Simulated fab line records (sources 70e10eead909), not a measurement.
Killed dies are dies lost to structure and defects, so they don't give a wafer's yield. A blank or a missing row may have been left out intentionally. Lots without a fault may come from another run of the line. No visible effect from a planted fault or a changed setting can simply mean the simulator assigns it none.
fab line records	flow nand-harc
record lots=6	wafers=18	last-day=32
route steps=1302 shown P_CONTACT@236 P_M0@253 END@1302
lots that met no fault: taken from a fault-free run of the same line
start-h: start of the lot's first displayed wafer, in hours after the record's first day	wait-h: how many hours have passed since the lot's step before this one	" the same as in the row above	L1.1+2: a row that stands for several wafers	- value missing, or start not given	* or withheld: withheld	< > ~ a bound
route shown NAME@n: names a module that has steps shown in the file, with the first one's number in the route	usual: mean and standard deviation over wafers with no fault	same: alike in all rows	chamber/n: place in a boat	sites: the reading at each site	_std_site: their standard deviation	_edge_site: the outer-site mean with the inner-site mean subtracted	radius-mm: for every site, how far away it sits from the centre of the wafer	mask NAME#n: copy n	behind: the tool/chamber that last shaped the wafer	hold: why the lot went on hold/how many hours it stayed there/how the hold came to an end	device: transistor that didn't switch, given as n, p or np	end of line: tests of these same wafers at the route's end	a step without rows: its recipe alone	killed: count of dies lost to structure and defects at first sort (not the wafer's yield)	map: shows each die of a wafer: x if killed, . if not, _ if none is there
set.NAME: the setting that was run; set.NAME@STEP: the one run at that earlier step	model.NAME: the simulator's own value behind a step, which no gauge read
lots seen at some steps along the route; tables by step, rows by wafer
services: the hour from which a tool's chamber was out of use, counted from the record's first day as start-h (under 0 if before that day), plus the number of hours and why
## steps
# step NHARC_P_CONTACT_ETCH_35
# recipe target-depth-a=390	over-etch-frac=0.3	time-s=65	ion-energy-ev=80	cf4-flow-sccm=150	ar-flow-sccm=0	rf-w=300	bias-w=100	chemistry=CF4
# step NHARC_P_CONTACT_ETCH_36
# recipe target-depth-a=2600	over-etch-frac=0.25	time-s=406.25	ion-energy-ev=200	n2-flow-sccm=150	h2-flow-sccm=150	ar-flow-sccm=0	rf-w=400	bias-w=150	chemistry=N2/H2
# step NHARC_P_CONTACT_ETCH_18
# recipe target-depth-a=4810	time-s=240.5	c4f8-flow-sccm=20	o2-flow-sccm=10	ar-flow-sccm=withheld	rf-w=600	bias-w=1500	chemistry=C4F8/O2/Ar
# step NHARC_P_CONTACT_STRIP_37
# recipe c4f8-flow-sccm=withheld	o2-flow-sccm=8	ar-flow-sccm=withheld	bias-w=0	chemistry=C4F8/O2/Ar
# step NHARC_P_CONTACT_ETCH_31
# recipe target-depth-a=300	time-s=85.7	ion-energy-ev=120	over-etch-frac=1	ch3f-flow-sccm=50	o2-flow-sccm=30	ar-flow-sccm=200	rf-w=500	bias-w=100	chemistry=CH3F/O2
# usual drypump-motor-current-A=5.8/0.47	oes-product-au=0.979/0.014	rf-vpp-V=244.9/1.7	showerhead-plenum-p-Torr=2.51/0.11	throttle-valve-pct=20.663/0.0094
lot.wafer	tool	chamber	start-h	wait-h	drypump-motor-current-A	oes-product-au	rf-hours-counter-h	rf-vpp-V	showerhead-plenum-p-Torr	throttle-valve-pct
L494.4	rie-diel-02	2	-	-	4.8	0.985	1.8	248.0	2.65	20.653
L494.5	"	1	"	"	5.7	0.981	-	242.8	2.31	20.676
L494.6	"	2	"	"	4.8	0.983	-	246.9	2.65	20.649
L495.4	rie-diel-12	1	-	-	6.5	0.948	1.1	245.3	2.57	20.657
L495.1	"	2	"	"	5.8	0.962	1.0	244.5	2.50	20.653
L495.5	"	0	"	"	6.1	0.953	-	246.6	2.63	20.672
L500.3	rie-diel-06	0	-	-	5.7	0.984	2.9	245.1	2.58	20.653
L500.2	"	1	"	"	5.9	0.987	2.6	245.8	2.56	20.665
L500.6	"	2	"	"	5.9	0.999	-	244.1	2.47	20.660
L501.1	rie-diel-06	1	-	-	6.0	0.981	3.0	245.2	2.56	20.663
L501.5	"	3	"	"	6.0	0.973	-	241.8	2.46	20.666
L501.6	"	0	"	"	5.8	0.990	-	245.6	2.58	20.657
L510.1	rie-diel-12	2	-	-	5.8	1.000	0.3	244.1	2.50	20.661
L510.2	"	0	"	"	6.1	0.970	0.3	246.3	2.63	20.650
L510.6	"	1	"	"	6.6	0.985	-	247.1	2.57	20.671
L512.1	rie-diel-06	2	-	-	5.9	0.985	8.3	244.5	2.47	20.669
L512.3	"	0	"	"	5.7	0.981	9.1	245.1	2.58	20.665
L512.4	"	1	"	"	5.9	0.978	9.1	244.8	2.56	20.648
# step NHARC_P_CONTACT_CD_MEAS_19
# usual cd-nm=89.9/1
lot.wafer	tool	chamber	start-h	wait-h	cd-nm
L494.4	cd-sem-03	-	118.00	-	90.3
L494.5	"	-	"	"	89.7
L494.6	"	-	"	"	90.2
L495.1	cd-sem-02	-	126.30	-	91.0
L495.4	"	-	"	"	90.1
L495.5	"	-	"	"	90.2
L500.2	cd-sem-03	-	180.33	-	89.2
L500.3	"	-	"	"	91.0
L500.6	"	-	"	"	91.2
L501.1	cd-sem-02	-	185.46	-	89.7
L501.5	"	-	"	"	88.3
L501.6	"	-	"	"	90.3
L510.1	cd-sem-01	-	279.18	-	89.9
L510.2	"	-	"	"	88.3
L510.6	"	-	"	"	91.6
L512.1	cd-sem-03	-	303.02	-	90.9
L512.3	"	-	"	"	90.3
L512.4	"	-	"	"	92.2
# step NHARC_P_CONTACT_STRIP_28
# recipe o2-flow-sccm=500	ar-flow-sccm=0	bias-w=0	chemistry=O2
# usual drypump-motor-current-A=5.7/0.48	oes-product-au=1.000/0.007	rf-vpp-V=58.0/0.93	showerhead-plenum-p-Torr=3.58/0.16	throttle-valve-pct=17.035/0.0092
lot.wafer	tool	chamber	start-h	wait-h	drypump-motor-current-A	oes-product-au	rf-hours-counter-h	rf-vpp-V	showerhead-plenum-p-Torr	throttle-valve-pct
L494.4	rie-diel-12	0	118.11	0.1	6.1	0.988	0.5	58.5	3.77	17.042
L494.5	"	1	"	"	6.6	1.015	-	58.7	3.69	17.038
L494.6	"	2	"	"	5.8	0.997	-	58.0	3.58	17.029
L495.4	rie-diel-02	0	126.38	0.1	4.8	0.992	2.0	56.7	3.31	17.041
L495.1	"	2	"	"	4.9	1.001	2.0	58.4	3.79	17.035
L495.5	"	0	"	"	4.8	0.981	-	57.9	3.31	17.042
L500.3	rie-diel-12	3	180.42	0.1	5.5	1.000	2.7	57.5	3.36	17.025
L500.2	"	0	"	"	6.2	1.004	2.8	57.5	3.77	17.019
L500.6	"	2	"	"	5.8	0.998	-	57.8	3.58	17.035
L501.1	rie-diel-12	2	185.55	0.1	5.9	1.003	2.6	57.8	3.58	17.034
L501.5	"	1	"	"	6.5	1.005	-	58.5	3.68	17.030
L501.6	"	2	"	"	5.8	1.009	-	59.3	3.58	17.029
L510.1	rie-diel-06	3	279.27	0.1	6.0	0.997	7.1	56.6	3.53	17.041
L510.2	"	1	"	"	5.9	0.998	7.9	58.3	3.67	17.057
L510.6	"	2	"	"	5.9	0.991	-	58.8	3.54	17.043
L512.4	rie-diel-12	1	303.11	0.1	6.6	0.995	1.0	59.4	3.68	17.042
L512.3	"	2	"	"	5.9	1.011	1.1	58.3	3.58	17.057
L512.1	"	3	"	"	5.5	1.011	1.1	56.6	3.36	17.038
# step NHARC_P_CONTACT_STRIP_29
# recipe time-s=1200	temp-c=72.5	chemistry=post-etch-residue-remover
# step NHARC_P_CONTACT_DEGAS_38
# recipe temp-c=300	time-s=60
# usual heater-power-w=488/45
lot.wafer	tool	chamber	start-h	wait-h	heater-power-w
L494.4	pvd-sputter-02	-	118.72	-	563
L494.5	"	-	"	"	481
L494.6	"	-	"	"	404
L495.1	pvd-sputter-03	-	127.03	-	474
L495.4	"	-	"	"	456
L495.5	"	-	"	"	459
L500.2	pvd-sputter-03	-	181.05	-	557
L500.3	"	-	"	"	471
L500.6	"	-	"	"	478
L501.1	pvd-sputter-03	-	186.17	-	467
L501.5	"	-	"	"	456
L501.6	"	-	"	"	541
L510.1	pvd-sputter-03	-	279.90	-	499
L510.2	"	-	"	"	534
L510.6	"	-	"	"	481
L512.3	pvd-sputter-02	-	303.73	-	549
L512.4	"	-	"	"	488
L512.1	"	-	"	"	457
# step NHARC_P_CONTACT_PRE_CLEAN_39
# recipe time-s=19.5	bias-v=250	gas=Ar
# step NHARC_P_CONTACT_PVD_32
# recipe target-thk-a=50	chamber-pressure-pa=5	power-w=5000	substrate-temp-c=200	time-s=17.7	material=Ti
# step NHARC_P_CONTACT_ALD_22
# recipe target-thk-a=30	pulse-time-s=1	ald-cycles=150	temp-c=450	material=TiN
# step NHARC_P_CONTACT_CVD_23
# recipe target-thk-a=2000	temp-c=300	pressure-torr=40	wf6-flow-sccm=40	h2-flow-sccm=1600	ar-flow-sccm=1560	time-s=557	material=W
# usual heater-power-w=409/32	mfc-h2-sccm=1601/4.8	throttle-valve-pct=7.85/0.18
lot.wafer	tool	chamber	start-h	wait-h	heater-power-w	mfc-h2-sccm	throttle-valve-pct
L494.4	cvd-w-02	1	119.32	-	382	1598	7.76
L494.5	"	1	"	"	375	1600	7.69
L494.6	"	0	"	"	388	1597	8.18
L495.1	cvd-w-01	1	127.47	-	409	1599	7.86
L495.4	"	1	"	"	408	1599	7.76
L495.5	"	0	"	"	449	1603	7.96
L500.2	cvd-w-02	1	181.57	-	375	1592	7.69
L500.3	"	0	"	"	397	1592	7.89
L500.6	"	0	"	"	378	1601	7.98
L501.1	cvd-w-02	1	186.72	-	378	1599	7.76
L501.5	"	0	"	"	386	1598	7.95
L501.6	"	1	"	"	380	1605	7.82
L510.1	cvd-w-01	0	280.34	-	475	1605	7.92
L510.2	"	1	"	"	419	1591	7.89
L510.6	"	0	"	"	468	1598	7.74
L512.1	cvd-w-02	1	304.26	-	395	1602	7.77
L512.4	"	0	"	"	406	1604	7.85
L512.3	"	1	"	"	396	1598	7.89
# step NHARC_P_CONTACT_CMP_24
# recipe t-overpolish-s=30	target-thk-nm=200
# step NHARC_P_CONTACT_SRD_26
# step NHARC_P_M0_DEP_00
# recipe target-thk-a=1500	target-thk-nm=150	temp-c=withheld	pressure-torr=5	flow-sccm=200	rf-w=600	material=SiOC
# step NHARC_P_M0_DEHYDRATE_01
# recipe temp-c=150	time-s=120
# step NHARC_P_M0_HMDS_02
# recipe time-s=30
# step NHARC_P_M0_COAT_33
# recipe temp-c=200	time-s=65
# step NHARC_P_M0_COAT_03
# recipe spin-rpm=1500	resist-thk-nm=90
# step NHARC_P_M0_SOFTBAKE_04
# recipe temp-c=105	time-s=55
# step NHARC_P_M0_EBR_05
# step NHARC_P_M0_EXPOSE_06
# recipe na=1.35	target-cd-nm=90	dose-mj=81.28	mask-id=P_M0
# step NHARC_P_M0_PEB_07
# recipe peb-temp-c=100	peb-time-s=65
# step NHARC_P_M0_DEVELOP_08
# recipe develop-time-s=35	dev-temp-c=23
# step NHARC_P_M0_CD_MEAS_09
# recipe target-cd-nm=90	landing-energy-ev=500
# usual cd-nm=90.0/0.56
lot.wafer	tool	chamber	start-h	wait-h	cd-nm
L494.4	cd-sem-03	0	120.98	-	89.6
L494.5	"	0	"	"	90.2
L494.6	"	0	"	"	89.6
L495.1	cd-sem-02	0	129.55	-	89.8
L495.4	"	0	"	"	89.5
L495.5	"	0	"	"	90.1
L500.2	cd-sem-02	0	183.42	-	91.9
L500.3	"	0	"	"	91.3
L500.6	"	0	"	"	91.2
L501.1	cd-sem-02	0	188.48	-	89.7
L501.5	"	0	"	"	90.0
L501.6	"	0	"	"	89.8
L510.1	cd-sem-01	0	282.29	-	89.3
L510.2	"	0	"	"	89.3
L510.6	"	0	"	"	89.5
L512.1	cd-sem-02	0	306.13	-	89.6
L512.3	"	0	"	"	90.4
L512.4	"	0	"	"	90.2
# step NHARC_P_M0_OVL_MEAS_10
# recipe pitch-nm=180
# usual overlay-x-nm=0.2/0.76	overlay-y-nm=0.1/0.73
lot.wafer	tool	chamber	start-h	wait-h	overlay-x-nm	overlay-y-nm
L494.4	overlay-01	-	121.06	-	1.0	-0.3
L494.5	"	-	"	"	1.3	-0.6
L494.6	"	-	"	"	1.5	-0.9
L495.1	overlay-02	-	129.64	-	1.3	-0.1
L495.4	"	-	"	"	1.0	0.3
L495.5	"	-	"	"	0.7	0.5
L500.2	overlay-01	-	183.51	-	-0.3	0.2
L500.3	"	-	"	"	-0.3	-0.2
L500.6	"	-	"	"	-0.2	-0.3
L501.1	overlay-01	-	188.56	-	0.1	-0.1
L501.5	"	-	"	"	-0.4	0.0
L501.6	"	-	"	"	0.0	0.1
L510.1	overlay-01	-	282.37	-	0.6	1.2
L510.2	"	-	"	"	1.2	0.7
L510.6	"	-	"	"	0.8	0.1
L512.1	overlay-02	-	306.21	-	-0.3	-1.2
L512.3	"	-	"	"	-0.5	-1.3
L512.4	"	-	"	"	-0.1	-1.2
# step NHARC_P_M0_DESCUM_14
# recipe time-s=3	o2-flow-sccm=200	ar-flow-sccm=0	bias-power-w=0	chemistry=O2
# step NHARC_P_M0_ETCH_34
# recipe target-depth-a=400	overetch-a=120	time-s=43.94	ion-energy-ev=200	n2-flow-sccm=150	h2-flow-sccm=150	ar-flow-sccm=0	rf-w=400	bias-w=150	chemistry=N2/H2
# step NHARC_P_M0_ETCH_15
# recipe target-depth-a=1500	overetch-a=150	time-s=82.5	c4f8-flow-sccm=withheld	ar-flow-sccm=400	rf-w=600	bias-w=300	chemistry=C4F8/Ar
# usual oes-product-au=0.955/0.019	rf-vpp-V=441/3
lot.wafer	tool	chamber	start-h	wait-h	oes-product-au	rf-hours-counter-h	rf-vpp-V
L494.5	rie-diel-11	1	-	-	0.957	-	442
L494.4	"	2	"	"	0.961	-	440
L494.6	"	0	"	"	0.949	-	439
L495.4	rie-diel-11	3	-	-	0.968	0	445
L495.1	"	1	"	"	0.975	6	445
L495.5	"	3	"	"	0.967	-	444
L500.2	rie-diel-11	0	-	-	0.966	14	440
L500.3	"	1	"	"	0.968	15	443
L500.6	"	1	"	"	0.970	-	444
L501.1	rie-diel-11	3	-	-	0.947	9	444
L501.6	"	3	"	"	0.951	-	445
L501.5	"	0	"	"	0.951	-	440
L510.1	rie-diel-11	3	-	-	0.966	5	444
L510.2	"	1	"	"	0.989	3	444
L510.6	"	3	"	"	0.951	-	444
L512.4	rie-diel-11	0	-	-	0.951	6	440
L512.1	"	1	"	"	0.973	8	442
L512.3	"	2	"	"	0.976	8	440
# step NHARC_P_M0_CD_MEAS_16
# usual cd-nm=90.1/0.64
lot.wafer	tool	chamber	start-h	wait-h	cd-nm
L494.4	cd-sem-02	-	121.50	-	88.9
L494.5	"	-	"	"	90.3
L494.6	"	-	"	"	89.3
L495.1	cd-sem-03	-	130.03	-	89.5
L495.4	"	-	"	"	89.4
L495.5	"	-	"	"	89.9
L500.2	cd-sem-02	-	183.95	-	91.5
L500.3	"	-	"	"	91.5
L500.6	"	-	"	"	90.9
L501.1	cd-sem-02	-	188.96	-	90.0
L501.5	"	-	"	"	90.0
L501.6	"	-	"	"	90.3
L510.1	cd-sem-03	-	282.77	-	89.1
L510.2	"	-	"	"	89.4
L510.6	"	-	"	"	89.3
L512.1	cd-sem-01	-	306.64	-	89.4
L512.3	"	-	"	"	90.5
L512.4	"	-	"	"	89.5
# step NHARC_P_M0_STRIP_18
# recipe power-w=1000	n2-flow-sccm=150	h2-flow-sccm=150	ar-flow-sccm=0	bias-w=0	chemistry=N2/H2
# usual drypump-motor-current-A=5.8/0.54	oes-product-au=1.001/0.0072	rf-vpp-V=90.8/0.98	showerhead-plenum-p-Torr=2.06/0.11	throttle-valve-pct=14.170/0.0084
lot.wafer	tool	chamber	start-h	wait-h	drypump-motor-current-A	oes-product-au	rf-hours-counter-h	rf-vpp-V	showerhead-plenum-p-Torr	throttle-valve-pct
L494.4	rie-diel-10	1	121.59	0.1	5.8	1.006	20	92.1	2.21	14.167
L494.5	"	0	"	"	5.9	1.008	-	91.0	2.07	14.184
L494.6	"	1	"	"	5.8	1.011	-	91.2	2.21	14.169
L495.4	rie-diel-03	0	130.11	0.1	6.2	0.989	3	89.5	1.89	14.157
L495.1	"	3	"	"	6.0	1.003	4	91.1	2.14	14.184
L495.5	"	0	"	"	6.1	0.992	-	90.4	1.89	14.182
L500.2	rie-diel-03	1	184.02	0.1	5.2	1.002	19	89.3	1.89	14.171
L500.3	"	2	"	"	6.8	1.006	20	91.2	2.11	14.169
L500.6	"	1	"	"	5.2	0.998	-	91.4	1.89	14.162
L501.1	rie-diel-11	3	189.11	0.1	5.9	0.988	9	90.0	2.17	14.180
L501.5	"	0	"	"	4.9	1.003	-	90.7	1.98	14.158
L501.6	"	1	"	"	5.7	1.010	-	90.6	2.13	14.177
L510.1	rie-diel-11	1	282.90	0.1	5.7	1.008	3	91.6	2.12	14.176
L510.2	"	2	"	"	5.8	1.013	4	89.2	2.00	14.167
L510.6	"	3	"	"	5.9	0.995	-	91.6	2.16	14.169
L512.1	rie-diel-10	0	306.71	0.1	5.9	1.005	18	92.1	2.05	14.154
L512.3	"	2	"	"	6.3	1.004	23	91.1	1.96	14.172
L512.4	"	3	"	"	5.4	1.005	21	89.7	2.07	14.182
# step NHARC_P_M0_STRIP_19
# recipe time-s=600	temp-c=30	chemistry=post-etch-residue-remover
# step NHARC_P_M0_DEGAS_28
# recipe temp-c=250	time-s=60
# step NHARC_P_M0_PRE_CLEAN_29
# recipe time-s=30	temp-c=280	gas=H2/He
# step NHARC_P_M0_PVD_20
# recipe target-thk-a=50	bias-v=168.6	power-w=15000	chamber-pressure-pa=0.12	time-s=8.06	substrate-temp-c=50	material=TaN
# step NHARC_P_M0_PVD_21
# recipe target-thk-a=300	chamber-pressure-pa=5	power-w=5000	substrate-temp-c=30	time-s=20.49	material=Cu
# step NHARC_P_M0_ECD_22
# recipe target-thk-a=4000	bath-temp-c=25	material=Cu
# step NHARC_P_M0_ANNEAL_30
# recipe temp-c=225	time-s=90
# step NHARC_END_SORT_01
# recipe temp-c=25
# usual killed-at-array=63/18	killed-at-other=1.1/1.3	killed-at-periphery=4.3/2.8	killed-dies=68/18	killed-open=3.3/2	killed-short=2.4/1.6
# same gross-dies=677
lot.wafer	tool	chamber	start-h	wait-h	killed-at-array	killed-at-other	killed-at-periphery	killed-dies	killed-open	killed-short
L494.4	prober-02	0	550.43	3.4	93	3	4	100	1	3
L494.5	prober-02	0	551.23	3.7	78	4	2	84	3	2
L494.6	prober-02	0	552.03	4.0	80	3	2	85	3	1
L500.3	prober-01	0	722.84	3.1	68	0	25	93	4	0
L500.6	prober-01	0	725.21	4.0	85	0	30	115	4	0
L501.5	prober-02	0	732.25	3.7	71	1	24	96	2	4
L512.1	prober-02	0	774.28	2.5	62	0	4	66	4	3
L512.3	prober-02	0	775.90	3.1	58	0	3	61	3	2
L512.4	prober-02	0	776.71	3.4	57	0	5	62	4	4
# killed by level:class
L494.4 A_CHANNEL_HOLE_D1:chamber-film-flake=35 A_CHANNEL_HOLE_D2:chamber-film-flake=31 A_SLIT:chamber-film-flake=12 A_BLC:chamber-film-flake=6 P_M2:chamber-film-flake=3 THIN_TSV:chamber-film-flake=3 A_STAIRCASE:chamber-film-flake=2 A_CONTACT:chamber-film-flake=2
L494.5 A_SLIT:chamber-film-flake=26 A_CHANNEL_HOLE_D1:chamber-film-flake=24 A_CHANNEL_HOLE_D2:chamber-film-flake=20 A_BLC:chamber-film-flake=4 THIN_TSV:chamber-film-flake=3 A_STAIRCASE:chamber-film-flake=2 P_GATE:geometric-particle:open=1 P_M0:geometric-particle:short=1
L494.6 A_CHANNEL_HOLE_D1:chamber-film-flake=30 A_CHANNEL_HOLE_D2:chamber-film-flake=23 A_SLIT:chamber-film-flake=17 THIN_TSV:chamber-film-flake=3 A_CONTACT:chamber-film-flake=2 A_BLC:chamber-film-flake=2 P_M0:geometric-particle:open=1 A_ONON_D2:geometric-particle:short=1
L500.3 A_CHANNEL_HOLE_D2:chamber-film-flake=30 P_CONTACT:unspecified=23 A_CHANNEL_HOLE_D1:chamber-film-flake=18 A_SLIT:chamber-film-flake=4 A_CONTACT:chamber-film-flake=4 A_SGD_CUT:chamber-film-flake=3 A_CHANNEL_FILL_D2:chamber-film-flake=3 P_M1:chamber-film-flake=2
L500.6 A_CHANNEL_HOLE_D1:chamber-film-flake=32 A_CHANNEL_HOLE_D2:chamber-film-flake=28 P_CONTACT:unspecified=22 A_CONTACT:chamber-film-flake=6 P_M1:chamber-film-flake=5 A_SGD_CUT:chamber-film-flake=5 A_SLIT:chamber-film-flake=4 A_CHANNEL_FILL_D1:chamber-film-flake=2
L501.5 A_CHANNEL_HOLE_D2:chamber-film-flake=35 A_SLIT:chamber-film-flake=25 P_CONTACT:unspecified=22 A_CHANNEL_HOLE_D1:chamber-film-flake=2 A_CONTACT:chamber-film-flake=2 A_CHANNEL_FILL_D1:geometric-particle:short=1 A_CHANNEL_FILL_D1:geometric-particle:open=1 A_CHANNEL_HOLE_D2:geometric-particle:short=1
L512.1 A_CHANNEL_HOLE_D1:chamber-film-flake=33 A_SLIT:chamber-film-flake=8 A_STAIRCASE:chamber-film-flake=6 A_CHANNEL_HOLE_D2:chamber-film-flake=5 A_ONON_D2:geometric-particle:short=2 A_M1:geometric-particle:open=2 P_BONDPAD:chamber-film-flake=2 A_WL_FILL:chamber-film-flake=2
L512.3 A_CHANNEL_HOLE_D1:chamber-film-flake=35 A_STAIRCASE:chamber-film-flake=5 A_CHANNEL_HOLE_D2:chamber-film-flake=5 A_WL_FILL:chamber-film-flake=3 A_CONTACT:chamber-film-flake=3 A_DECK1_JOINT:chamber-film-flake=2 P_CONTACT:geometric-particle:open=1 A_ONON_D1:geometric-particle:short=1
L512.4 A_CHANNEL_HOLE_D1:chamber-film-flake=31 A_DECK1_JOINT:chamber-film-flake=5 A_CHANNEL_HOLE_D2:chamber-film-flake=4 A_STAIRCASE:chamber-film-flake=4 P_BONDPAD:chamber-film-flake=3 A_SLIT:chamber-film-flake=3 A_CONTACT:chamber-film-flake=3 A_ONON_D2:geometric-particle:open=2
# map L500.6 (x killed, . not)
____________.____________
_________......x_________
_______..........._______
______..x..........______
_____..............._____
____............x.xx.____
____.............xxx.____
___............x.x.x.x___
___...............xxx.___
__................xxxx.__
__x..............xxxx..__
_x..............x...x..._
_................xxxx..._
_..............xxx.xx..._
_...........x.....x....._
_...................x..._
....x.......xx.........xx
...........x.............
.......................x.
..x..........x.......x...
...x............xx..xxxx.
_xx.xx............xxx..._
_xx.x......x.......xxxx._
_x.xx..x..x....x..xxx..._
_xxxxx.............xxxx._
_xx.x.x.........x.xxxxx._
__xx..x...........x.xx.__
__.xx....x........x...x__
___..x.............x..___
___................x..___
____.................____
____..............x.x____
_____..............._____
______.............______
_______..........._______
_________......._________
____________.____________
# map L501.5 (x killed, . not)
____________.____________
_________......._________
_______..........._______
______.............______
_____..............._____
____..x..............____
____.....xx..........____
___...x..x............___
___.....x.x...........___
__....xx...............__
__....xxxx.............__
_...x..xxx..x..........._
_......xxx.............._
_.x....xx.x............._
_x...xxx.x.............._
_......................._
.............x...........
.....................x...
......x..................
..x...............x......
...................xx....
_xx..................x.._
_xxxx.....x........xxxx._
_xxxx..x.........xxxx.x._
_.xxxx............xxxxx._
_xx.x..............xxxx._
__xx.x...........xxxxxx__
__xx.............xxx.xx__
___..x...............x___
___.......x...........___
____.................____
____.................____
_____......x.....x.._____
______.............______
_______..........._______
_________......._________
____________.____________
## services
tool	chamber	start-h	hours	kind
pvd-sputter-02	-	104.00	10.0	pm
rie-diel-03	-	106.33	9.0	pm
pvd-sputter-03	-	109.71	1.9	repair
rie-diel-06	-	130.23	9.0	pm
rie-diel-03	0	143.23	1.2	repair
rie-diel-02	3	144.55	7.4	repair
rie-diel-11	0	145.32	2.6	repair
rie-diel-10	-	148.78	1.0	repair
cvd-w-02	1	160.90	3.2	repair
pvd-sputter-03	-	170.02	10.0	pm
rie-diel-11	2	177.47	7.0	repair
pvd-sputter-02	-	177.69	2.0	repair
pvd-sputter-03	-	187.09	10.1	repair
cvd-w-02	-	200.26	0.7	repair
cvd-w-02	0	219.87	18.2	repair
rie-diel-12	2	230.73	21.8	repair
cvd-w-02	-	231.97	0.9	repair
rie-diel-12	0	253.77	5.0	repair
rie-diel-11	-	256.46	9.0	pm
rie-diel-12	-	268.40	9.0	pm
cvd-w-02	-	269.00	13.0	pm
rie-diel-11	-	272.53	0.1	repair
rie-diel-11	2	280.80	1.5	repair
rie-diel-11	0	284.49	6.5	repair
## key
first-sign step=NHARC_END_SORT_01	reading=killed-at-periphery	direction=up	sigmas=7.8	usual=4.3	struck=26.3
effect none on later readings
met-at NHARC_P_CONTACT_CVD_23
struck-wafers L500.3,L500.6,L501.5
tester-left-out L500,L501
onset-between 119.32 181.57
fault kind=chamber-particle-source	tool=cvd-w-02	chamber=0	onset-h=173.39	steps=NHARC_P_CONTACT_CVD_23	rate-per-visit-cm2=0.059514	end-h=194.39
# tester-left-out: of these lots the tester's yield and bins aren't shown, on N5 and GAA mostly nor the transistor test; their killed dies are dies lost to structure and defects alone, not to doping, threshold or leakage, so they don't give the yield
